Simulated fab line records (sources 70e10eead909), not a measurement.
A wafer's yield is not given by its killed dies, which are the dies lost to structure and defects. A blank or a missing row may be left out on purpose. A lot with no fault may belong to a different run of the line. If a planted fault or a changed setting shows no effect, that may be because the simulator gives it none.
Chamber matching    flow nand_harc    NHARC_A_BONDPAD_ETCH_34 on rie_diel-07: 4 sister chambers
The step etches the open film in N2/H2, target depth 60 nm, overetch 18 nm, time 65.91 s. 8 wafers are shown with their chamber, then 10 later ones without.

== WAFERS, EACH WITH ITS CHAMBER ==
wafer   chamber  drypump_motor_current_A (A)  rf_vpp_V (V)
L827.1  3        5.2                          432.1
L827.3  0        5.3                          431.9
L827.5  2        6.3                          431.0
L829.1  3        5.2                          433.9
L829.2  1        5.7                          428.3
L829.6  2        6.3                          431.6
L836.1  0        5.4                          431.6
L836.3  1        5.7                          429.2

== WAFERS MISSING THEIR CHAMBER ==
wafer   drypump_motor_current_A (A)  rf_vpp_V (V)
L836.6  5.7                          428.0
L842.1  6.3                          432.0
L842.2  5.7                          426.3
L842.5  6.3                          431.5
L840.1  5.7                          427.9
L840.3  6.3                          431.9
L840.6  5.2                          432.8
L843.2  5.7                          426.9
L843.3  5.2                          433.2
L843.4  5.3                          433.6

== CHAMBER TAKEN BY EACH ==
wafer   from the rows above      in truth
L836.6  1                        1
L842.1  2                        2
L842.2  1                        1
L842.5  2                        2
L840.1  1                        1
L840.3  2                        2
L840.6  3                        3
L843.2  1                        1
L843.3  3                        3
L843.4  can't be placed: 0 or 3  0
Placed correctly: 9 of 10. From these rows, 1 cannot be placed; in 1 the true chamber is one of the candidates. Wrongly placed: 0.
How it was worked out, from the rows above alone: a wafer's distance from a chamber is the root of the sum, over the readings, of the square of ((its reading less the chamber's mean) divided by the reading's scatter). If the next closest chamber is less than 2 further off than the closest, the wafer can't be placed; otherwise it belongs to the closest. The mean given for a chamber averages the wafers shown for that chamber. The scatter: the root of (the sum of the squares of (reading less its chamber's mean) over the shown wafers, divided by (wafers less chambers)).
